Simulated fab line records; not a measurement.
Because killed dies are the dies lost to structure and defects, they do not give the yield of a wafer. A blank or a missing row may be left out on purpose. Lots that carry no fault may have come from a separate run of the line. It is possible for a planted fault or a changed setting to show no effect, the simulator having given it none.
Struck lot and sound lot, side by side | flow n5-finfet | 36 steps out of a route of 1938
Sound: the wafers L401.1, L401.5, L401.6. Struck: wafer L409.1 (left out: L409.4, a lot-mate that was not struck); the cause follows at the end.
Order at every step that has rows: each side's tool, ch and its chambers, its first start. Under that, the readings that differ: sound wafers | struck wafers | difference of the means | sigmas: that difference in standard deviations of wafers without a fault.
alike: same words and numbers on both sides, and readings whose means sit less than 2 such deviations apart. not compared: any withheld reading, any reading some wafer has no value for, any bound like >300 that may hide the same value, and any number with overlapping values for which the record gives no deviation.
The two part at a step that has a row with sigmas, a row that says differs or no value, or rows on one side only. Numbers that have no deviation but don't overlap get no sigmas and don't part them. A reading missing from all wafers of one side parts the sides only when that side holds two or more wafers.

first, 8 steps without rows for these wafers: N5_BEOL_M6_SPUTTER_48 (material Cu, target thk 10 nm, time 1.667 s); N5_BEOL_M6_ECD_50 (material Cu, target thk 300 nm); N5_BEOL_M6_ANNEAL_51 (time 90 s); N5_BEOL_M6_CMP_52 (polishes, stops on SiCOH lowk, t overpolish 6.9 s, target thk 80 nm); N5_BEOL_M6_PRE_CLEAN_55 (time 15 s); N5_BEOL_M6_DEP_56 (deposits SiCN from 3MS/NH3, target thk 10 nm, time 17.5 s); N5_BEOL_M7_ILD_DEP_00 (deposits SiCOH lowk from DEMS/porogen, target thk 179.75 nm, time 33.4 s); N5_BEOL_M7_CURE_74 (cures SiCOH lowk, time 240 s).
N5_BEOL_M7_PECVD_70: deposits SiO2 from TEOS/O2, target thk 20 nm, time 22.7 s.
  sound on pecvd-02 ch 0,1,2, day 10 09:32; struck on pecvd-02 ch 1, day 11 22:25
  reading                                    | sound      | struck | difference | sigmas
  model.SiO2_of_BEOL_M7_PECVD_70.thk-nm (nm) | 19.8 20 20 | 19.2   | -0.7       |
  alike: heater-power-outer-w, heater-power-w, showerhead-plenum-p-Torr, throttle-valve-pct
then, 25 steps without rows for these wafers: N5_BEOL_M7_HM_DEP_02 (deposits TiN, target thk 20 nm); N5_BEOL_M7_COAT_59 (time 60 s, resist thk 100 nm); N5_BEOL_M7_COAT_60 (time 60 s, resist thk 35 nm); N5_BEOL_M7_COAT_05 (resist thk 90 nm); N5_BEOL_M7_EBR_07; N5_BEOL_M7_SOFTBAKE_06 (time 60 s); N5_BEOL_M7_EXPOSE_08 (exposes mask M7); N5_BEOL_M7_PEB_09 (peb time 60 s); N5_BEOL_M7_DEVELOP_10 (develop time 30 s); N5_BEOL_M7_DESCUM_16 (chemistry O2, time 7.9 s); N5_BEOL_M7_ETCH_61 (etches SiARC in CF4, target depth 45.5 nm, time 75.8 s); N5_BEOL_M7_ETCH_62 (etches SOC in N2/H2, target depth 110 nm, overetch 22 nm, time 165 s); N5_BEOL_M7_STRIP_68 (strips in N2/H2); N5_BEOL_M7_STRIP_67 (strips in CF4); N5_BEOL_M7_HM_OPEN_17 (chemistry Cl2/BCl3, target TiN, target depth 20 nm, overetch 6 nm); N5_BEOL_M7_STRIP_19 (strips in O2); N5_BEOL_M7_COAT_63 (time 60 s, resist thk 60 nm); N5_BEOL_M7_COAT_64 (time 60 s, resist thk 12 nm); N5_BEOL_M7_COAT_71 (time 60 s, resist thk 5 nm); N5_BEOL_M7_COAT_22 (resist thk 30 nm); N5_BEOL_M7_EBR_24; N5_BEOL_M7_SOFTBAKE_23 (time 60 s); N5_BEOL_M7_EXPOSE_25 (exposes mask V6, target cd 40 nm); N5_BEOL_M7_PEB_26 (peb time 60 s); N5_BEOL_M7_DEVELOP_27 (develop time 30 s).
N5_BEOL_M7_HM_STRIP_39: strips TiN in peroxide tin strip, target depth 25 nm, time 158 s.
  sound on wet-bench-06 ch 0,2,5, day 10 12:11; struck on wet-bench-01 ch 4, day 12 03:02
  reading                                    | sound          | struck | difference | sigmas
  model.SiO2_of_BEOL_M7_PECVD_70.thk-nm (nm) | 19.6 19.8 19.8 | 19     | -1         |
-- the record jumps here: 3 days lie between the struck wafers' starts before and after (it left off in module BEOL_M7 and takes up again in module PASSIVATION, whose first step shown is number 1936 of the route) --
N5_PASSIVATION_PROBE_49:
  sound on prober-01, day 13 20:05; struck on prober-01, day 15 06:26
  reading             | sound    | struck | difference | sigmas
  killed-at-front-end | 39 30 42 | 62     | +25        | +2
  killed-short        | 36 25 37 | 50     | +17        | +2
  alike: defect-limited-yield, killed_at_M0_to_M3, killed_at_M4_up, killed-at-contacts, killed-at-other, killed-dies, killed-on-rim, killed-open, sort_bin_5_function, sort_bin_6_memory, sort-n-pass, sort-yield-pct

== WHERE THEY PART ==
Only at N5_PASSIVATION_PROBE_49, as far as this record shows.

WHY: the cause the simulator had injected
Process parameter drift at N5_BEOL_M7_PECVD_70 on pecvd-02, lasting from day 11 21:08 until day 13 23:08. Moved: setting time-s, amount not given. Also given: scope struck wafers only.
